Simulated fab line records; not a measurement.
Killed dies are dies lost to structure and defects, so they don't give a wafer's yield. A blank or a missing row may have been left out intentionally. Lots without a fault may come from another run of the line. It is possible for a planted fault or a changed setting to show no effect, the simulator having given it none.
fab line records | flow nandHarc
record lots=5 | wafers=15 | lastDay=34
route steps=1302 shown P_GATE@170 END@1302
lots untouched by any fault: they come from a run of this same line in which no faults occurred
startH: the number of hours between the record's first day and the start of the first shown wafer of the lot | waitH: hours since the lot's step before | " same as the row above | L1.1+2: one row covering several wafers at once | - no value present, or no start provided | * or withheld: withheld | < > ~ a bound
route shown NAME@n: NAME is a module with steps in the file, n the number in the route of the first one | usual: mean and standard deviation over wafers with no fault | same: alike in all rows | chamber/n: place in a boat | sites: the reading at each site | _std_site: how widely they spread, as a standard deviation | _edge_site: inner sites' mean taken away from outer sites' mean | radiusMm: for every site, how far away it sits from the centre of the wafer | mask NAME#n: copy n | behind: the tool/chamber that last shaped the wafer | hold: what put the lot on hold/how long, in hours/how the hold closed | device: transistor that didn't switch, given as n, p or np | end of line: the same wafers' tests at the end of the route | a step with no rows: only its recipe | killed: at the first sort, the dies lost to defects and structure; wafer yield is something else | map: per-die view of a wafer (x killed, . not killed, _ where there is no die)
set.NAME: the setting the step ran with; set.NAME@STEP: the setting that earlier step ran with | model.NAME: the simulator's own value behind a step, which no gauge read
a table for each step, a row for each wafer; lots at some steps of the route
services: the hour from which a tool's chamber was out of use, counted from the record's first day as startH (under 0 if before that day), plus the number of hours and why
## steps
# step NHARC_P_GATE_CD_MEAS_46
# recipe targetCdNm=720 | landingEnergyEv=500
# usual cdNm=719.1/1.9
lot.wafer | tool     | chamber | startH | waitH | cdNm
L592.2    | cdSem-03 | 0       | 153.53 | -     | 718.0
L592.3    | "        | 0       | "      | "     | 717.8
L592.6    | "        | 0       | "      | "     | 718.2
L600.1    | cdSem-03 | 0       | 238.32 | -     | 723.0
L600.4    | "        | 0       | "      | "     | 719.7
L600.5    | "        | 0       | "      | "     | 717.6
L602.1    | cdSem-02 | 0       | 256.05 | -     | 720.5
L602.2    | "        | 0       | "      | "     | 716.4
L602.6    | "        | 0       | "      | "     | 718.5
L606.1    | cdSem-03 | 0       | 300.51 | -     | 721.3
L606.5    | "        | 0       | "      | "     | 720.8
L606.6    | "        | 0       | "      | "     | 719.7
L610.2    | cdSem-02 | 0       | 339.94 | -     | 717.9
L610.4    | "        | 0       | "      | "     | 714.7
L610.6    | "        | 0       | "      | "     | 715.9
# step NHARC_P_GATE_HARDBAKE_47
# recipe tempC=125 | timeS=80
# step NHARC_P_GATE_DESCUM_48
# recipe timeS=3 | o2FlowSccm=200 | arFlowSccm=0 | biasPowerW=0 | chemistry=O2
# usual drypumpMotorCurrentA=5.9/0.33 | oesProductAu=1.000/0.0085 | rfVppV=57.9/0.87 | showerheadPlenumPTorr=1.94/0.071 | throttleValvePct=11.310/0.0089
lot.wafer | tool       | chamber | startH | waitH | drypumpMotorCurrentA | oesProductAu | rfHoursCounterH | rfVppV | showerheadPlenumPTorr | throttleValvePct
L592.3    | rieDiel-03 | 3       | 153.71 | -     | 5.9                  | 0.997        | 1               | 58.9   | 2.01                  | 11.306
L592.2    | "          | 0       | "      | "     | 5.9                  | 1.001        | 1               | 57.9   | 1.86                  | 11.311
L592.6    | "          | 2       | "      | "     | 5.7                  | 0.994        | -               | 58.5   | 1.97                  | 11.316
L600.1    | rieDiel-11 | 3       | 238.48 | -     | 5.5                  | 0.996        | 8               | 59.1   | 2.07                  | 11.308
L600.4    | "          | 1       | "      | "     | 6.2                  | 1.019        | 7               | 57.6   | 1.88                  | 11.302
L600.5    | "          | 0       | "      | "     | 5.3                  | 0.995        | -               | 57.8   | 1.91                  | 11.303
L602.2    | rieDiel-07 | 2       | 256.23 | -     | 6.4                  | 0.993        | 9               | 57.7   | 1.98                  | 11.325
L602.1    | "          | 3       | "      | "     | 5.8                  | 1.007        | 7               | 57.7   | 1.87                  | 11.317
L602.6    | "          | 1       | "      | "     | 6.4                  | 1.006        | -               | 57.7   | 1.86                  | 11.309
L606.1    | rieDiel-03 | 2       | 300.67 | -     | 5.7                  | 0.989        | 1               | 59.1   | 1.97                  | 11.305
L606.5    | "          | 2       | "      | "     | 5.7                  | 0.993        | -               | 58.6   | 1.97                  | 11.315
L606.6    | "          | 3       | "      | "     | 5.9                  | 0.997        | -               | 56.3   | 2.01                  | 11.309
L610.2    | rieDiel-11 | 3       | 340.11 | -     | 5.5                  | 0.998        | 4               | 57.6   | 2.06                  | 11.310
L610.4    | "          | 0       | "      | "     | 5.3                  | 0.998        | 3               | 56.1   | 1.91                  | 11.324
L610.6    | "          | 3       | "      | "     | 5.5                  | 0.991        | -               | 57.9   | 2.06                  | 11.301
# step NHARC_P_GATE_IMPLANT_49
# recipe energyKev=30 | doseCm2=3e+15 | tiltDeg=7
# step NHARC_P_GATE_STRIP_111
# recipe powerW=1500 | tempC=110 | timeS=250 | chemistry=N2/H2
# usual drypumpMotorCurrentA=5.8/0.42 | heaterPowerW=83.1/2.9
lot.wafer | tool           | chamber | startH | waitH | drypumpMotorCurrentA | heaterPowerW | rfHoursCounterH
L592.2    | plasmaAsher-02 | 1       | 154.10 | 0.2   | 6.5                  | 84.6         | 13
L592.3    | "              | 0       | "      | "     | 6.0                  | 79.5         | -
L592.6    | "              | 1       | "      | "     | 6.5                  | 85.3         | -
L600.1    | plasmaAsher-02 | 0       | 238.90 | 0.2   | 6.0                  | 77.5         | 34
L600.4    | "              | 0       | "      | "     | 6.0                  | 80.3         | -
L600.5    | "              | 1       | "      | "     | 6.5                  | 86.9         | -
L602.2    | plasmaAsher-01 | 0       | 256.58 | 0.2   | 5.4                  | 86.7         | 14
L602.1    | "              | 1       | "      | "     | 5.5                  | 84.4         | 14
L602.6    | "              | 1       | "      | "     | 5.5                  | 83.2         | -
L606.1    | plasmaAsher-02 | 0       | 301.09 | 0.2   | 6.0                  | 78.9         | 11
L606.5    | "              | 1       | "      | "     | 6.5                  | 88.5         | -
L606.6    | "              | 0       | "      | "     | 6.0                  | 81.4         | -
L610.2    | plasmaAsher-01 | 0       | 340.52 | 0.2   | 5.4                  | 86.8         | 32
L610.4    | "              | 1       | "      | "     | 5.6                  | 83.5         | -
L610.6    | "              | 0       | "      | "     | 5.4                  | 84.6         | -
# step NHARC_P_GATE_STRIP_75
# recipe powerW=1500 | tempC=250 | chemistry=O2
# usual drypumpMotorCurrentA=5.8/0.43 | heaterPowerW=310/12
lot.wafer | tool           | chamber | startH | waitH | drypumpMotorCurrentA | heaterPowerW | rfHoursCounterH
L592.2    | plasmaAsher-02 | 1       | 154.36 | 0.2   | 6.5                  | 315          | 13
L592.3    | "              | 0       | "      | "     | 6.0                  | 284          | -
L592.6    | "              | 1       | "      | "     | 6.5                  | 315          | -
L600.1    | plasmaAsher-02 | 0       | 239.17 | 0.2   | 6.0                  | 287          | 34
L600.4    | "              | 0       | "      | "     | 6.0                  | 292          | -
L600.5    | "              | 1       | "      | "     | 6.5                  | 318          | -
L602.2    | plasmaAsher-01 | 0       | 256.88 | 0.3   | 5.4                  | 316          | 15
L602.1    | "              | 1       | "      | "     | 5.5                  | 314          | 15
L602.6    | "              | 1       | "      | "     | 5.5                  | 317          | -
L606.1    | plasmaAsher-02 | 0       | 301.36 | 0.2   | 6.1                  | 300          | 11
L606.5    | "              | 1       | "      | "     | 6.5                  | 324          | -
L606.6    | "              | 0       | "      | "     | 6.1                  | 308          | -
L610.2    | plasmaAsher-01 | 0       | 340.78 | 0.2   | 5.4                  | 327          | 33
L610.4    | "              | 1       | "      | "     | 5.6                  | 310          | -
L610.6    | "              | 0       | "      | "     | 5.4                  | 316          | -
# step NHARC_P_GATE_STRIP_50
# recipe timeS=900 | tempC=130 | chemistry=SPM
# step NHARC_P_GATE_DEHYDRATE_51
# recipe tempC=150 | timeS=120
# step NHARC_P_GATE_HMDS_52
# recipe timeS=30
# step NHARC_P_GATE_COAT_53
# recipe spinRpm=3000
# step NHARC_P_GATE_SOFTBAKE_54
# recipe tempC=122 | timeS=95
# step NHARC_P_GATE_EBR_55
# step NHARC_P_GATE_EXPOSE_56
# recipe na=0.6 | targetCdNm=720 | doseMj=14.81 | maskId=P_PSD
# usual exposureDoseMJCm2=14.810/0.013
lot.wafer | tool          | chamber | startH | waitH | mask    | exposureDoseMJCm2
L592.2    | krfScanner-03 | 0       | 155.00 | -     | P_HVN#0 | 14.780
L592.3    | "             | 0       | "      | "     | P_HVN#0 | 14.807
L592.6    | "             | 0       | "      | "     | P_HVN#0 | 14.793
L600.1    | krfScanner-02 | 0       | 239.93 | -     | P_PSD#0 | 14.803
L600.4    | "             | 0       | "      | "     | P_PSD#0 | 14.809
L600.5    | "             | 0       | "      | "     | P_PSD#0 | 14.816
L602.1    | krfScanner-03 | 0       | 257.65 | -     | P_PSD#0 | 14.807
L602.2    | "             | 0       | "      | "     | P_PSD#0 | 14.818
L602.6    | "             | 0       | "      | "     | P_PSD#0 | 14.801
L606.1    | krfScanner-02 | 0       | 301.99 | -     | P_PSD#0 | 14.826
L606.5    | "             | 0       | "      | "     | P_PSD#0 | 14.832
L606.6    | "             | 0       | "      | "     | P_PSD#0 | 14.820
L610.2    | krfScanner-02 | 0       | 341.48 | -     | P_PSD#0 | 14.806
L610.4    | "             | 0       | "      | "     | P_PSD#0 | 14.815
L610.6    | "             | 0       | "      | "     | P_PSD#0 | 14.808
# step NHARC_P_GATE_PEB_57
# recipe pebTempC=118 | pebTimeS=85
# step NHARC_P_GATE_DEVELOP_58
# recipe timeS=70
# step NHARC_P_GATE_CD_MEAS_59
# recipe targetCdNm=720 | landingEnergyEv=500
# usual cdNm=720.6/2
lot.wafer | tool     | chamber | startH | waitH | cdNm
L592.2    | cdSem-03 | 0       | 155.15 | -     | -
L592.3    | "        | 0       | "      | "     | -
L592.6    | "        | 0       | "      | "     | -
L600.1    | cdSem-03 | 0       | 240.09 | -     | 722.5
L600.4    | "        | 0       | "      | "     | 717.7
L600.5    | "        | 0       | "      | "     | 718.3
L602.1    | cdSem-03 | 0       | 257.81 | -     | 721.8
L602.2    | "        | 0       | "      | "     | 719.6
L602.6    | "        | 0       | "      | "     | 717.3
L606.1    | cdSem-03 | 0       | 302.15 | -     | 724.5
L606.5    | "        | 0       | "      | "     | 721.1
L606.6    | "        | 0       | "      | "     | 720.9
L610.2    | cdSem-03 | 0       | 341.64 | -     | 720.6
L610.4    | "        | 0       | "      | "     | 716.1
L610.6    | "        | 0       | "      | "     | 718.7
# step NHARC_P_GATE_HARDBAKE_60
# recipe tempC=125 | timeS=80
# step NHARC_END_SORT_01
# recipe tempC=25
# usual killedAtArray=56/19 | killedAtOther=1.0/1.3 | killedAtPeriphery=3.8/2.2 | killedDies=61/19 | killedOpen=3.1/1.9 | killedShort=2.3/1.5
# same grossDies=677
lot.wafer | tool      | chamber | startH | waitH | killedAtArray | killedAtOther | killedAtPeriphery | killedDies | killedOpen | killedShort
L592.2    | prober-01 | 0       | 601.38 | 2.8   | 51            | 1             | 625               | 677        | 7          | 1
L592.3    | prober-01 | 0       | 602.17 | 3.1   | 54            | 2             | 621               | 677        | 5          | 2
L592.6    | prober-01 | 0       | 604.54 | 4.0   | 53            | 3             | 621               | 677        | 3          | 6
# killed by level:class
L592.2 P_GATE:areaExpose=616 A_CHANNEL_HOLE_D2:chamberFilmFlake=35 P_M2:chamberFilmFlake=4 A_CHANNEL_HOLE_D1:chamberFilmFlake=3 A_CHANNEL_FILL_D1:geometricParticle:open=2 A_STAIRCASE:chamberFilmFlake=2 P_CONTACT:geometricParticle:short=1 P_CONTACT:geometricParticle:open=1
L592.3 P_GATE:areaExpose=614 A_CHANNEL_HOLE_D2:chamberFilmFlake=31 P_M2:chamberFilmFlake=4 A_CHANNEL_FILL_D2:chamberFilmFlake=3 A_WL_FILL:chamberFilmFlake=3 A_CONTACT:chamberFilmFlake=3 A_STAIRCASE:chamberFilmFlake=2 A_CHANNEL_FILL_D1:geometricParticle:open=2
L592.6 P_GATE:areaExpose=619 A_CHANNEL_HOLE_D2:chamberFilmFlake=32 A_CONTACT:chamberFilmFlake=6 THIN_TSV:chamberFilmFlake=3 A_CHANNEL_HOLE_D1:chamberFilmFlake=3 A_ONON_D2:geometricParticle:short=2 P_CONTACT:geometricParticle:open=1 A_ONON_D1:geometricParticle:short=1
# map L592.2 (x killed, . not)
____________x____________
_________xxxxxxx_________
_______xxxxxxxxxxx_______
______xxxxxxxxxxxxx______
_____xxxxxxxxxxxxxxx_____
____xxxxxxxxxxxxxxxxx____
____xxxxxxxxxxxxxxxxx____
___xxxxxxxxxxxxxxxxxxx___
___xxxxxxxxxxxxxxxxxxx___
__xxxxxxxxxxxxxxxxxxxxx__
__xxxxxxxxxxxxxxxxxxxxx__
_xxxxxxxxxxxxxxxxxxxxxxx_
_xxxxxxxxxxxxxxxxxxxxxxx_
_xxxxxxxxxxxxxxxxxxxxxxx_
_xxxxxxxxxxxxxxxxxxxxxxx_
_xxxxxxxxxxxxxxxxxxxxxxx_
xxxxxxxxxxxxxxxxxxxxxxxxx
xxxxxxxxxxxxxxxxxxxxxxxxx
xxxxxxxxxxxxxxxxxxxxxxxxx
xxxxxxxxxxxxxxxxxxxxxxxxx
xxxxxxxxxxxxxxxxxxxxxxxxx
_xxxxxxxxxxxxxxxxxxxxxxx_
_xxxxxxxxxxxxxxxxxxxxxxx_
_xxxxxxxxxxxxxxxxxxxxxxx_
_xxxxxxxxxxxxxxxxxxxxxxx_
_xxxxxxxxxxxxxxxxxxxxxxx_
__xxxxxxxxxxxxxxxxxxxxx__
__xxxxxxxxxxxxxxxxxxxxx__
___xxxxxxxxxxxxxxxxxxx___
___xxxxxxxxxxxxxxxxxxx___
____xxxxxxxxxxxxxxxxx____
____xxxxxxxxxxxxxxxxx____
_____xxxxxxxxxxxxxxx_____
______xxxxxxxxxxxxx______
_______xxxxxxxxxxx_______
_________xxxxxxx_________
____________x____________
# map L602.2 (x killed, . not)
____________.____________
_________......._________
_______..........._______
______.........x...______
_____..............._____
____.................____
____....x.x..........____
___...x.x...........x.___
___...................___
__.....................__
__.....................__
_.....x......x.x........_
_...x.......xx.........._
_............xxxx.....x._
_.x.........x.xxxxx....._
_...........xxxxxx....x._
............x.xx...x.....
..x......x...xxxxx.....x.
............xxxxxx..x....
..............x.x.x......
...............xxx.......
_......................._
_..............x........_
_......................._
_......................._
_......................._
__.......x............x__
__.....................__
___...................___
___...................___
____.................____
____.................____
_____.x...x........._____
______.............______
_______..........._______
_________x......_________
____________x____________
## services
tool           | chamber | startH | hours | kind
rieDiel-07     | -       | 139.55 | 1.1   | repair
rieDiel-03     | 1       | 155.59 | 4.8   | repair
krfScanner-03  | -       | 156.08 | 2.3   | repair
plasmaAsher-01 | -       | 165.00 | 9.0   | pm
krfScanner-03  | -       | 166.41 | 0.2   | repair
krfScanner-02  | -       | 168.34 | 0.8   | repair
rieDiel-07     | 0       | 188.12 | 5.2   | repair
rieDiel-07     | 1       | 191.78 | 7.4   | repair
rieDiel-07     | 3       | 193.63 | 8.2   | repair
rieDiel-11     | 0       | 204.59 | 4.2   | repair
rieDiel-03     | 0       | 209.83 | 7.8   | repair
krfScanner-03  | -       | 224.02 | 4.0   | pm
rieDiel-07     | 1       | 242.24 | 8.3   | repair
rieDiel-03     | 2       | 242.91 | 4.0   | repair
plasmaAsher-02 | -       | 249.24 | 9.0   | pm
rieDiel-11     | -       | 255.53 | 9.0   | pm
krfScanner-02  | -       | 266.00 | 4.0   | pm
krfScanner-02  | -       | 271.11 | 2.0   | repair
rieDiel-07     | 0       | 277.34 | 3.5   | repair
rieDiel-03     | 3       | 280.84 | 4.3   | repair
rieDiel-03     | -       | 282.01 | 9.0   | pm
rieDiel-07     | -       | 294.63 | 9.0   | pm
rieDiel-11     | -       | 295.56 | 1.2   | repair
rieDiel-11     | 2       | 309.67 | 11.1  | repair
## key
firstSign step=NHARC_P_GATE_EXPOSE_56 | reading=mask | direction=changed
effect step=NHARC_P_GATE_CD_MEAS_59 | reading=cdNm | direction=missing
effect step=NHARC_END_SORT_01 | reading=killedAtPeriphery | direction=up | sigmas=99+ | usual=3.8 | struck=622.3
moreKillsBornAt NHARC_P_GATE_EXPOSE_56@krfScanner-03=1849
metAt NHARC_P_GATE_EXPOSE_56
struckWafers L592.2,L592.3,L592.6
laterRowsLeftOut L592.2,L592.3,L592.6
testerLeftOut L592
fault kind=wrongMask | tool=any | chamber=- | onsetH=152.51 | steps=NHARC_P_GATE_EXPOSE_56 | auxCopy=P_HVN#0 | scope=struckLotsOnly
# testerLeftOut: of these lots the tester's yield and bins aren't shown, on N5 and GAA mostly nor the transistor test; their killed dies are dies lost to structure and defects alone, not to doping, threshold or leakage, so they don't give the yield
# laterRowsLeftOut: the simulator's readings of these wafers behind a module that went badly wrong aren't trusted and aren't shown, but for the sort
